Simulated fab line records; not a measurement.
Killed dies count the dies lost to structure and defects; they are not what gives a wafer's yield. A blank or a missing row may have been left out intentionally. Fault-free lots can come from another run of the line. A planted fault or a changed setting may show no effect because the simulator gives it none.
Which tool is to blame? | flow nandHarc | Sampling: 11 lots, 33 wafers, 5 of 1159 route steps

## WHAT THE GAUGES SHOWED, per wafer
NHARC_END_SORT_01.
lot  | measured     | on        | defectLimitedYield (%)
L670 | day 20 17:37 | prober-02 | 0 0 0
L671 | day 21 02:35 | prober-02 | 0 0 0

## EACH LOT AND THE TOOL THAT RAN IT (in order: tool; ch and the chambers of the sampled wafers; start)
lot  | NHARC_P_GATE_RTA_64             | NHARC_P_GATE_DEGAS_109      | NHARC_P_M0_ETCH_34                | NHARC_P_M0_STRIP_18
L664 | rtpAnneal-02 ch 0, day 5 15:12  | pvdSputter-02, day 5 15:31  | rieDiel-01 ch 1,2, day 6 03:16    | rieDiel-08 ch 0,1,3, day 6 03:38
L667 | rtpAnneal-02 ch 0, day 6 09:08  | pvdSputter-02, day 6 09:25  | rieDiel-03 ch 0,1,3, day 6 18:20  | rieDiel-08 ch 1,2, day 6 18:39
L670 | rtpAnneal-01 ch 0, day 7 01:51  | pvdSputter-02, day 7 02:10  | rieDiel-08 ch 1,2, day 7 09:18    | rieDiel-03 ch 0,2,3, day 7 09:40
L671 | rtpAnneal-01 ch 0, day 7 04:03  | pvdSputter-02, day 7 04:26  | rieDiel-03 ch 1,3, day 7 12:56    | rieDiel-01 ch 1,2,3, day 7 13:16
L674 | rtpAnneal-01 ch 0, day 7 23:12  | pvdSputter-03, day 7 23:34  | rieDiel-03 ch 1,2, day 8 06:46    | rieDiel-01 ch 1,2,3, day 8 07:07
L679 | rtpAnneal-02 ch 0, day 9 07:28  | pvdSputter-03, day 9 07:44  | rieDiel-08 ch 1,2,3, day 9 21:23  | rieDiel-01 ch 0,2, day 9 21:42
L681 | rtpAnneal-02 ch 0, day 9 17:15  | pvdSputter-01, day 9 17:33  | rieDiel-08 ch 0,1,3, day 10 04:32 | rieDiel-08 ch 0,1,2, day 10 04:51
L683 | rtpAnneal-02 ch 0, day 10 02:31 | pvdSputter-01, day 10 02:50 | rieDiel-03 ch 0,1,3, day 10 11:04 | rieDiel-01 ch 2,3, day 10 11:22
L684 | rtpAnneal-01 ch 0, day 10 03:02 | pvdSputter-01, day 10 03:20 | rieDiel-08 ch 0,1,3, day 10 11:13 | rieDiel-03 ch 0,1,3, day 10 11:29
L685 | rtpAnneal-01 ch 0, day 10 20:51 | pvdSputter-03, day 10 21:08 | rieDiel-08 ch 1,2,3, day 11 04:11 | rieDiel-03 ch 0,1,3, day 11 04:29
L686 | rtpAnneal-01 ch 0, day 11 07:44 | pvdSputter-03, day 11 07:59 | rieDiel-08 ch 1,3, day 11 15:23   | rieDiel-08 ch 0,1, day 11 15:40
- NHARC_P_GATE_RTA_64: time 1 s.
- NHARC_P_GATE_DEGAS_109: time 60 s.
- NHARC_P_M0_ETCH_34: etches the open film in N2/H2, target depth 40 nm, overetch 12 nm, time 43.94 s.
- NHARC_P_M0_STRIP_18: strips in N2/H2.

## THE ANSWER, worked out from the rows above alone
Rule: what is usual is taken from the lots themselves. The widest of any qualifying gaps counts: lots, ordered by their means at a reading, are off when they make up no more than a third of the lots, leave a main group of 4 or more, and stand apart from it by 3 or more times the standard deviation of that group's means. Not used: any main group whose means are identical at the precision the tables above print for the reading. Also off: a lot with no number at a reading for which 4 or more lots have one. Any other lot the step has rows for is counted as sound.
No lot is off at any reading shown: from this, nothing can be told.

## WHAT THE SIMULATOR HAD INSERTED
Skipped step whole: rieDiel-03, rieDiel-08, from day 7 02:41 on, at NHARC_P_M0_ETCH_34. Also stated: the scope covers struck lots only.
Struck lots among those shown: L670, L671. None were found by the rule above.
